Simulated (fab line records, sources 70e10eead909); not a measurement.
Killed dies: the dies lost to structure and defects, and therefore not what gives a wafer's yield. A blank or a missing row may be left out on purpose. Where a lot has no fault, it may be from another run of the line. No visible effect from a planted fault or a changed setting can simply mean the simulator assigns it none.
8D (eight disciplines) problem report, filled in by code | flow nand-harc | the parts of the form that need people (team, actions taken, sign-off) are left out

== 1. THE PROBLEM ==
Wafers without a fault read 27 with a standard deviation of 11, while killed-at-array at NHARC_END_SORT_01 averages 660 across 2 wafers of 1 lot. Measured from the usual mean, that is +58 standard deviations.
Earliest sighting: wafer L716.4 on prober-02 at day 22 20:04. The record holds 3 wafers of 1 lot with a number at this step. Rule for "out", or "out of limits": more than 4 standard deviations from the usual mean. The other wafers with a number count as sound.

== 2. WHAT IT IS AND WHAT IT IS NOT ==
question                    | is                           | is not
which readings at this step | killed-at-array, killed-dies | killed-at-other, killed-at-periphery, killed-open, killed-short
which lots                  | L716                         | -
which wafers of those lots  | L716.4, L716.5               | L716.2
read on which gauges        | prober-02                    | -
when                        | from day 22 20:04            | up to then (1 sound wafer)

== 3. THE SUSPECTS, EACH WITH WHAT RULES IT OUT ==
Counting: if a tool at a process step up to the reading ran every lot that is out, it stays a suspect. Sound lots after the first of them don't rule it out here, since some wafers of a struck lot are sound.
- the gauge at NHARC_END_SORT_01 is ruled out. All the wafers that are out were read on prober-02, but those of them that NHARC_A_CONTACT_ETCH_110 has rows for are out there too, on other tools.
- rie-diel-01 at NHARC_A_CONTACT_ETCH_89 (etches the open film in N2/H2, target depth 260 nm, time 475.3 s): kept. It ran the lot that is out, L716 (day 20 08:56). NHARC_A_CONTACT_ETCH_89 gives no start for some lots, so the hours and the order of its lots are those of NHARC_A_CONTACT_ETCH_134.
- har-cap-etch-01 at NHARC_A_CONTACT_ETCH_134 (etches the open film in C4F8/O2/Ar, time 140 s, target depth 700 nm): kept. It ran the lot that is out, L716 (day 20 08:56).
- rie-diel-01 at NHARC_A_CONTACT_ETCH_110 (etches the open film in CF4/O2, target depth 50 nm, overetch 5 nm, time 27.5 s): kept. It ran the lot that is out, L716 (day 20 10:55). Its own readings are out on those wafers: oes-product-au.
- cvd-w-01 at NHARC_A_CONTACT_CVD_19 (deposits W, target thk 300 nm, time 802 s): kept. It ran the lot that is out, L716 (day 22 18:27). NHARC_A_CONTACT_CVD_19 gives no start for some lots, so the hours and the order of its lots are those of NHARC_END_SORT_01.
- Within rie-diel-01 at NHARC_A_CONTACT_ETCH_89: the wafers that are out ran in chambers 1, 2; their sound lot-mates ran in chamber 3.
- The sound lot-mates ran in chamber 2 of rie-diel-01 at NHARC_A_CONTACT_ETCH_110, but the wafers that are out ran in chamber 0.
Left after counting: rie-diel-01 at NHARC_A_CONTACT_ETCH_89, har-cap-etch-01 at NHARC_A_CONTACT_ETCH_134, rie-diel-01 at NHARC_A_CONTACT_ETCH_110, cvd-w-01 at NHARC_A_CONTACT_CVD_19.

== 4. THE CAUSE (what the simulator had put in) ==
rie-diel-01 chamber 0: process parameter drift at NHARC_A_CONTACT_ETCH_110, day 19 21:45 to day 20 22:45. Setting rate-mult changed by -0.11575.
After counting, 4 suspects remain, this tool included.

== 5. SEQUENCE OF EFFECTS, ordered by route ==
Each row: a reading where the mean over the struck wafers with a number is more than 3 standard deviations away from the usual. Only readings whose record carries a usual standard deviation are examined. hours: median over the lots of the time between each lot's start at the first step of this table that gives one and its start at this step. sigmas: the change, counted in usual standard deviations.
hours | step                     | reading         | usual      | on struck wafers | change | sigmas
0     | NHARC_A_CONTACT_ETCH_110 | oes-product-au  | 1.000 a.u. | 0.931            | -0.069 | -6.9
57    | NHARC_END_SORT_01        | killed-at-array | 27         | 660              | +633   | +58
57    | NHARC_END_SORT_01        | killed-dies     | 31         | 664              | +634   | +53
Process steps it contains:
- NHARC_A_CONTACT_ETCH_110: etches the open film in CF4/O2, target depth 50 nm, overetch 5 nm, time 27.5 s.

== 6. HOW IT WOULD HAVE BEEN CAUGHT EARLIER ==
The first out-of-limits reading at a measuring or inspecting step in this record came at day 22 20:04, 70 hours after the fault's start at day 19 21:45.
At NHARC_A_CONTACT_ETCH_110, the tool's own readings (oes-product-au) were out on each struck wafer the step has a row for, so an alarm limit on them would have fired on the first such wafer.
By day 22 20:04 the whole set of lots that are out, 1 in number, had already begun NHARC_A_CONTACT_ETCH_110 on rie-diel-01. Holding the tool at that point would not have protected any of them.
